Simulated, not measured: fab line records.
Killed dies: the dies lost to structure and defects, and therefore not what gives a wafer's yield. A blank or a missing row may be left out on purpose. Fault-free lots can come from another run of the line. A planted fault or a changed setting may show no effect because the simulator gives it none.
Which tool did it?    flow nand-harc    Sampling: 13 lots, 39 wafers, 5 of 1302 route steps

WHAT THE GAUGES SHOWED, per wafer
NHARC_P_BONDPAD_THK_MEAS_20: measures by xrf. Usual: thk-nm 160.4 nm, standard deviation 1.3.
lot   measured      on             thk-nm (nm)        flag
L811  day 6 16:02   film-metro-01  160.1 161.0 158.8  
L812  day 6 21:22   film-metro-01  161.3 159.2 160.3  
L813  day 7 15:25   film-metro-02  161.0 162.4 161.4  
L816  day 8 14:09   film-metro-01  158.5 162.6 160.0  
L817  day 9 07:53   film-metro-01  160.0 159.2 160.2  
L818  day 9 16:02   film-metro-02  159.6 159.8 158.3  
L820  day 10 15:19  film-metro-02  158.4 157.7 160.5  
L822  day 11 04:27  film-metro-02  161.6 160.1 158.6  
L823  day 11 17:41  film-metro-02  160.3 158.5 161.0  
L831  day 15 02:20  film-metro-02  162.5 160.8 162.4  
L832  day 15 11:10  film-metro-01  160.2 157.9 160.1  
L833  day 15 23:38  film-metro-01  159.1 159.8 161.1  
L834  day 16 14:01  film-metro-01  160.4 161.6 159.1  

NHARC_A_ONON_D1_THK_MEAS_05: measures by ellipsometry. Usual: thk-nm 1001 nm, standard deviation 9.9.
lot   measured      on             thk-nm (nm)     flag
L811  day 7 16:41   film-metro-02  992 991 993     
L812  day 7 20:59   film-metro-01  1007 1008 1008  
L813  day 8 16:33   film-metro-01  1013 1013 1011  
L816  day 9 14:43   film-metro-01  988 987 985     
L817  day 10 11:54  film-metro-01  1014 1012 1014  
L818  day 10 16:32  film-metro-02  1018 1019 1020  
L820  day 11 15:46  film-metro-02  991 991 993     
L822  day 12 06:21  film-metro-01  1245 1246 1247  OFF
L823  day 12 18:26  film-metro-01  1253 1254 1252  OFF
L831  day 16 02:26  film-metro-01  1020 1019 1019  
L832  day 16 12:14  film-metro-02  1003 1003 1002  
L833  day 17 00:07  film-metro-01  1001 1002 1002  
L834  day 17 16:37  film-metro-02  988 989 988     

NHARC_END_SORT_01. Usual: killed-at-array 59, standard deviation 17; killed-at-other 0.7, standard deviation 0.9; killed-at-periphery 3.6, standard deviation 2.3; killed-dies 63, standard deviation 18; killed-open 3.4, standard deviation 1.9; killed-short 2.6, standard deviation 1.7.
lot   measured      on         killed-at-array  killed-at-other  killed-at-periphery  killed-dies  killed-open  killed-short  flag
L822  day 29 12:18  prober-01  673 673 677      0 0 0            4 4 0                677 677 677  3 5 2        3 4 4         OFF
L823  day 29 19:17  prober-01  672 669 673      1 0 0            4 8 4                677 677 677  3 4 2        1 5 2         OFF

EACH LOT AND THE TOOL THAT RAN IT (in order: tool; ch and the chambers of the sampled wafers; start)
lot   NHARC_A_ZERO_WELL_DESCUM_12         NHARC_A_ONON_D1_DEP_03
L811  rie-diel-07 ch 0,3, day 6 17:42     pecvd-onon-04 ch 0, day 7 16:14
L812  rie-diel-12 ch 0,2,3, day 6 23:02   pecvd-onon-04 ch 0, day 7 20:32
L813  rie-diel-07 ch 0,1, day 7 17:07     pecvd-onon-02 ch 0, day 8 16:06
L816  rie-diel-07 ch 0,3, day 8 15:50     pecvd-onon-02 ch 0, day 9 14:16
L817  rie-diel-07 ch 0,3, day 9 09:27     pecvd-onon-04 ch 0, day 10 11:31
L818  rie-diel-07 ch 0,1,3, day 9 17:44   pecvd-onon-04 ch 0, day 10 16:02
L820  rie-diel-07 ch 2,3, day 10 16:52    pecvd-onon-04 ch 0, day 11 15:19
L822  rie-diel-06 ch 0,2,3, day 11 06:07  pecvd-onon-04 ch 0, day 12 05:57
L823  rie-diel-07 ch 0,2,3, day 11 19:16  pecvd-onon-04 ch 0, day 12 17:59
L831  rie-diel-12 ch 0,2,3, day 15 04:03  pecvd-onon-04 ch 0, day 16 01:59
L832  rie-diel-07 ch 0,2,3, day 15 12:52  pecvd-onon-04 ch 0, day 16 11:44
L833  rie-diel-07 ch 0,1,2, day 16 01:21  pecvd-onon-02 ch 0, day 16 23:35
L834  rie-diel-07 ch 0,1,3, day 16 15:41  pecvd-onon-01 ch 0, day 17 16:07
- NHARC_A_ZERO_WELL_DESCUM_12: chemistry O2, time 3 s.
- NHARC_A_ONON_D1_DEP_03: target thk 1000 nm.

WHAT THE TOOLS THEMSELVES READ (means of the sampled wafers that have a number; where no wafer has one, the mark that the record gives instead)
NHARC_A_ZERO_WELL_DESCUM_12. Usual: drypump-motor-current-A 5.9 A, standard deviation 0.41; mfc-ar-sccm 0.012 sccm, standard deviation 0.011; oes-product-au 1.000 a.u., standard deviation 0.0074; rf-vpp-V 57.8 V, standard deviation 0.9; showerhead-plenum-p-Torr 1.91 Torr, standard deviation 0.065; throttle-valve-pct 11.312 %, standard deviation 0.0093.
lot   tool         drypump-motor-current-A (A)  mfc-ar-sccm (sccm)  oes-product-au (a.u.)  rf-vpp-V (V)  showerhead-plenum-p-Torr (Torr)  throttle-valve-pct (%)  flag
L811  rie-diel-07  6.1                          0.024               0.999                  58.7          1.94                             11.310                  
L812  rie-diel-12  5.7                          0.011               1.011                  57.5          1.89                             11.318                  
L813  rie-diel-07  5.8                          0.008               0.995                  57.2          1.94                             11.313                  
L816  rie-diel-07  6.3                          0.023               0.996                  57.6          1.88                             11.312                  
L817  rie-diel-07  6.3                          0.023               1.001                  57.4          1.88                             11.315                  
L818  rie-diel-07  6.0                          0.016               0.998                  57.5          1.91                             11.305                  
L820  rie-diel-07  6.0                          0.009               0.991                  58.0          1.90                             11.317                  
L822  rie-diel-06  5.5                          0.019               1.003                  58.0          1.90                             11.315                  
L823  rie-diel-07  6.0                          0.017               0.994                  58.4          1.92                             11.311                  
L831  rie-diel-12  5.7                          0.011               0.997                  57.2          1.88                             11.312                  
L832  rie-diel-07  6.0                          0.017               1.002                  59.1          1.92                             11.314                  
L833  rie-diel-07  5.8                          0.009               0.996                  58.2          1.95                             11.308                  
L834  rie-diel-07  6.0                          0.016               1.003                  57.5          1.91                             11.315                  

NHARC_A_ONON_D1_DEP_03. Usual: sih4-flow-sccm 210.1 sccm, standard deviation 0.6.
lot   tool           sih4-flow-sccm (sccm)  flag
L811  pecvd-onon-04  208.8                  
L812  pecvd-onon-04  210.7                  
L813  pecvd-onon-02  210.1                  
L816  pecvd-onon-02  210.6                  
L817  pecvd-onon-04  209.9                  
L818  pecvd-onon-04  210.9                  
L820  pecvd-onon-04  210.0                  
L822  pecvd-onon-04  210.4                  
L823  pecvd-onon-04  210.3                  
L831  pecvd-onon-04  210.4                  
L832  pecvd-onon-04  209.9                  
L833  pecvd-onon-02  209.9                  
L834  pecvd-onon-01  209.5                  

THE ANSWER, worked out from the rows above alone
Rule: a lot counts as off when the mean over its wafers that have a number is more than 3 standard deviations away from the usual mean. Also off: a lot with no number at a reading for which 4 or more lots have one. Where the step has rows for the other lots, those lots are counted as sound. After the gauges, taken in route order, come the tools' own readings; for these a lot's mean is taken, as printed above. The first step at which some lot is off is used, and at that step the reading that is off furthest; a lot without a number counts as furthest.
Off at NHARC_A_ONON_D1_THK_MEAS_05 (thk-nm): L822, L823.
If a tool, at a process step before that reading, ran all the lots that are off and no sound lot after the first of them, it fits. Not tried: the gauges at NHARC_A_ONON_D1_THK_MEAS_05; whatever is off there is also off at NHARC_END_SORT_01, on other tools, and gauge error can't account for it. Of those tried, none fits.

WHAT THE SIMULATOR HAD PUT IN
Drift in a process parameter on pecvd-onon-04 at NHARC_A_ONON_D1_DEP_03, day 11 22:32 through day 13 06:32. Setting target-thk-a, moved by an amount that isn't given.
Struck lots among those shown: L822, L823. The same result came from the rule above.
